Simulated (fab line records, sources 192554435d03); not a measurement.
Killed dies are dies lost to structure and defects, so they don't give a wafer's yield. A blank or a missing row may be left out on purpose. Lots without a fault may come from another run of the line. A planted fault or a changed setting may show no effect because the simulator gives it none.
Chamber matching | flow n5_finfet | N5_GATE_CUT_HM_OPEN_40 on rie_diel-04: 4 sister chambers
The step chemistry C4F6/O2, target SiO2, target depth 139 nm, time 85.1 s. 20 wafers are shown with their chamber, then 10 later ones without.

WAFERS WITH THEIR CHAMBER
wafer  | chamber | drypump_motor_current_A (A) | rf_vpp_V (V) | showerhead_plenum_p_Torr (Torr)
L075.2 | 1       | 5.8                         | 666          | 3.01
L075.3 | 2       | 5.5                         | 669          | 2.70
L075.4 | 3       | 5.7                         | 661          | 2.70
L076.1 | 2       | 5.6                         | 668          | 2.70
L076.2 | 0       | 5.1                         | 646          | 2.86
L076.5 | 3       | 5.7                         | 660          | 2.70
L077.1 | 1       | 5.8                         | 667          | 3.01
L077.2 | 3       | 5.7                         | 661          | 2.69
L077.3 | 0       | 5.1                         | 647          | 2.86
L081.1 | 1       | 5.9                         | 666          | 3.01
L081.3 | 0       | 5.1                         | 646          | 2.86
L081.6 | 0       | 5.1                         | 647          | 2.86
L082.2 | 3       | 5.7                         | 660          | 2.69
L082.3 | 0       | 5.1                         | 646          | 2.86
L082.5 | 3       | 5.7                         | 662          | 2.69
L084.2 | 2       | 5.6                         | 680          | 3.03
L084.3 | 0       | 5.1                         | 647          | 2.86
L084.6 | 0       | 5.1                         | 648          | 2.86
L086.3 | 1       | 5.8                         | 668          | 3.00
L086.5 | 0       | 5.1                         | 646          | 2.85

SIGNATURES (means of the wafers above)
reading                  | chamber 0 | chamber 1 | chamber 2 | chamber 3 | scatter within a chamber
drypump_motor_current_A  | 5.100     | 5.825     | 5.567     | 5.700     | 0.0298
rf_vpp_V                 | 646.62    | 666.75    | 672.33    | 660.80    | 2.48
showerhead_plenum_p_Torr | 2.8587    | 3.0075    | 2.8100    | 2.6940    | 0.0675
Rule: a wafer's distance from a chamber is the root of the sum, over the readings, of the square of ((its reading less the chamber's mean) divided by the reading's scatter). The wafer belongs to the nearest chamber; if the next one is less than 2 further off, it can't be placed. The scatter: the root of (the sum of the squares of (reading less its chamber's mean) over the shown wafers, divided by (wafers less chambers)).

WAFERS WITHOUT THEIR CHAMBER
wafer  | drypump_motor_current_A (A) | rf_vpp_V (V) | showerhead_plenum_p_Torr (Torr)
L086.6 | 5.8                         | 665          | 3.00
L087.3 | 5.7                         | 660          | 2.69
L087.4 | 5.9                         | 667          | 3.00
L087.5 | 5.1                         | 647          | 2.85
L093.1 | 5.9                         | 666          | 3.00
L093.2 | 5.1                         | 646          | 2.85
L093.5 | 5.1                         | 647          | 2.85
L094.1 | 5.8                         | 666          | 3.00
L094.2 | 5.6                         | 679          | 3.02
L094.4 | 5.7                         | 672          | 3.02

WHICH CHAMBER EACH WENT THROUGH
wafer  | from the rows above          | in truth
L086.6 | 1                            | 1
L087.3 | 3                            | 3
L087.4 | 1                            | 1
L087.5 | 0                            | 0
L093.1 | 1                            | 1
L093.2 | 0                            | 0
L093.5 | 0                            | 0
L094.1 | 1                            | 1
L094.2 | 2                            | 2
L094.4 | can't be placed: 1 or 2 or 3 | 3
Placed correctly: 9 of 10. Can't be placed from these rows: 1 (the true chamber is among the candidates in 1). Placed wrongly: 0.
